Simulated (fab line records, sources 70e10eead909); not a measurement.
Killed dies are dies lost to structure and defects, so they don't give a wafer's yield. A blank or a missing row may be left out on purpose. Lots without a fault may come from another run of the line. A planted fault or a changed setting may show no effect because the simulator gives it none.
Which tool did it? | flow nand_harc | 6 lots, 18 wafers sampled, at 5 steps of a route of 1302

WHAT THE GAUGES READ, wafer by wafer
NHARC_END_SORT_01.
lot  | measured     | on        | killed_at_array
L270 | day 29 05:33 | prober-01 | 86 74 73

WHICH TOOL RAN EACH LOT (tool, then ch and the chambers of the sampled wafers, then the start)
lot  | NHARC_P_CONTACT_ETCH_35            | NHARC_A_BONDPAD_DEGAS_25     | NHARC_A_BONDPAD_PVD_17                  | NHARC_THIN_TSV_DEGAS_49
L259 | rie_diel-02 ch 1,2,3, day 6 21:40  | pvd_sputter-03, day 23 23:10 | pvd_sputter-03, day 24 16:05 or earlier | pvd_sputter-02, day 24 16:05
L262 | rie_diel-02 ch 1,2,3, day 7 23:34  | pvd_sputter-02, day 25 04:56 | pvd_sputter-02, day 25 22:00 or earlier | pvd_sputter-02, day 25 22:00
L270 | rie_diel-06 ch 1,2,3, day 11 09:14 | pvd_sputter-03, day 27 23:19 | pvd_sputter-03, day 28 17:25 or earlier | pvd_sputter-02, day 28 17:25
L274 | rie_diel-02 ch 0,1,3, day 12 22:01 | pvd_sputter-03, day 29 19:04 | pvd_sputter-03, day 30 14:22 or earlier | pvd_sputter-02, day 30 14:22
L276 | rie_diel-13 ch 1,2,3, day 13 23:35 | pvd_sputter-03, day 30 22:56 | pvd_sputter-03, day 31 15:52 or earlier | pvd_sputter-03, day 31 15:52
L279 | rie_diel-06 ch 2,3, day 15 03:59   | pvd_sputter-03, day 32 00:52 | pvd_sputter-03, day 32 16:44 or earlier | pvd_sputter-03, day 32 16:44
- NHARC_P_CONTACT_ETCH_35: etches the open film in CF4, target depth 39 nm, time 65 s.
- NHARC_A_BONDPAD_DEGAS_25: time 60 s.
- NHARC_A_BONDPAD_PVD_17: deposits TaN, target thk 5 nm, time 8.06 s.
- NHARC_THIN_TSV_DEGAS_49: time 120 s.

THE ANSWER, worked out from the rows above alone
Rule: what is usual is taken from the lots themselves. Put in order of their means at a reading, lots are off if they are a third of the lots or fewer, leave a main group of 4 or more, and stand apart from it by a gap of 3 or more times the standard deviation of the main group's means; of several such gaps the widest counts. A main group whose means are all the same, to the digits that the tables above print for the reading, isn't used. A lot without any number at a reading at which 4 lots or more have one is off too. The other lots that the step has rows for count as sound.
No lot is off at any reading shown: from this, nothing can be told.

WHAT THE SIMULATOR HAD PUT IN
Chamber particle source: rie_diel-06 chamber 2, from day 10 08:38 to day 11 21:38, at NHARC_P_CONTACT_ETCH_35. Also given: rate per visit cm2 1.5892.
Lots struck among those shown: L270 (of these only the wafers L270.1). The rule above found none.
